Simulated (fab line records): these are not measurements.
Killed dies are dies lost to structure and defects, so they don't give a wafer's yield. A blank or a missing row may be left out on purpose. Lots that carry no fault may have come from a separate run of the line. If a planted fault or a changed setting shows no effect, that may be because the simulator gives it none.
Which tool did it? -- flow nand-harc -- 21 wafers from 7 lots sampled at 3 of the route's 1159 steps

== WHAT THE GAUGES SHOWED, per wafer ==
NHARC_END_SORT_01.
lot,measured,on,killed-at-array
L992,day 19 15:51,prober-01,21 33 23
L995,day 19 22:58,prober-02,26 19 29
L997,day 20 18:13,prober-01,23 27 15
L102,day 22 03:11,prober-01,108 104 115
L108,day 23 19:59,prober-02,29 28 25
L110,day 24 10:44,prober-02,11 19 28
L115,day 25 09:25,prober-01,23 22 17

== TOOL THAT RAN EACH LOT (tool first, then ch and the chambers of the sampled wafers, then the start) ==
lot,NHARC_A_M0_PVD_21,NHARC_THIN_TSV_STRIP_56
L992,"pvd-sputter-01, day 17 20:04","plasma-asher-02 ch 0,1, day 19 07:01"
L995,"pvd-sputter-02, day 17 23:05","plasma-asher-01 ch 0,1, day 19 07:49"
L997,"pvd-sputter-01, day 19 01:28","plasma-asher-01 ch 0,1, day 20 10:38"
L102,"pvd-sputter-01, day 20 12:14","plasma-asher-02 ch 0,1, day 21 18:07"
L108,"pvd-sputter-02, day 22 03:46","plasma-asher-01 ch 0,1, day 23 11:59"
L110,"pvd-sputter-03, day 22 19:34","plasma-asher-02 ch 0,1, day 24 02:30"
L115,"pvd-sputter-02, day 23 14:56","plasma-asher-02 ch 0,1, day 24 20:29"
- NHARC_A_M0_PVD_21: deposits Cu, target thk 30 nm, time 20.49 s.
- NHARC_THIN_TSV_STRIP_56: strips in O2.

== THE ANSWER, worked out from the rows above alone ==
Rule: usual is defined by the lots themselves. The widest of any qualifying gaps counts: lots, ordered by their means at a reading, are off when they make up no more than a third of the lots, leave a main group of 4 or more, and stand apart from it by 3 or more times the standard deviation of that group's means. A main group whose means are all the same, to the digits that the tables above print for the reading, isn't used. A lot without any number at a reading at which 4 lots or more have one is off too. Any other lot the step has rows for is counted as sound.
Off, at NHARC_END_SORT_01 on killed-at-array: L102. Main group: mean 23, sd 2.9.
A tool fits if, at a process step before that reading, it ran every lot that is off, and no sound lot after the first of them. The gauges at NHARC_END_SORT_01 are tried like those tools. One fits: NHARC_A_M0_PVD_21 on pvd-sputter-01. A fault onset in the window from L997 (day 19 01:28, its last sound lot) to L102 (day 20 12:14, its first lot off) fits.

== WHAT THE SIMULATOR HAD PUT IN ==
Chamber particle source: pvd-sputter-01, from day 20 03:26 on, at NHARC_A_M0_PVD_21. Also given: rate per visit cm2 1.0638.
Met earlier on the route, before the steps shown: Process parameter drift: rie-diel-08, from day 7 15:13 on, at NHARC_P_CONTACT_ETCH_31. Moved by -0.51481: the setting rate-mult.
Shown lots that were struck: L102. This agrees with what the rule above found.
